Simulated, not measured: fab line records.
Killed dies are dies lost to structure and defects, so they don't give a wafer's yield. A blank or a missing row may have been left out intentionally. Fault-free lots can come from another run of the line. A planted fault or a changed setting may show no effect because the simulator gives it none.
Matching of chambers	flow nandHarc	rieDiel-09 running NHARC_A_BLC_STRIP_21: 4 sister chambers
The step strips in O2. 4 wafers are shown with their chamber, then 8 later ones without.

== EACH WAFER AND ITS CHAMBER ==
wafer	chamber	showerheadPlenumPTorr (Torr)
L129.3	1	3.49
L130.3	0	3.62
L130.6	3	3.34
L136.2	2	3.72

== WAFERS WHOSE CHAMBER IS MISSING ==
wafer	showerheadPlenumPTorr (Torr)
L136.4	3.34
L136.6	3.34
L134.1	3.34
L134.4	3.62
L134.6	3.62
L143.1	3.34
L143.2	3.49
L143.3	3.61

== WHICH CHAMBER EACH WENT THROUGH ==
wafer	from the rows above	in truth
L136.4	3	3
L136.6	3	3
L134.1	3	3
L134.4	0	0
L134.6	0	0
L143.1	3	3
L143.2	1	1
L143.3	0	0
Placed correctly: 8 of 8. Not placeable from these rows: 0. Number placed wrongly: 0.
How it was worked out, from the rows above alone: a wafer's distance from a chamber is the root of the sum, over the readings, of the square of ((its reading less the chamber's mean) divided by the reading's scatter). If the next closest chamber is less than 2 further off than the closest, the wafer can't be placed; otherwise it belongs to the closest. For every chamber, the mean is computed from those of its wafers that are shown. The scatter: with one shown wafer a chamber, the root of the mean of the squares of how far each hidden wafer lies from its nearest shown one.
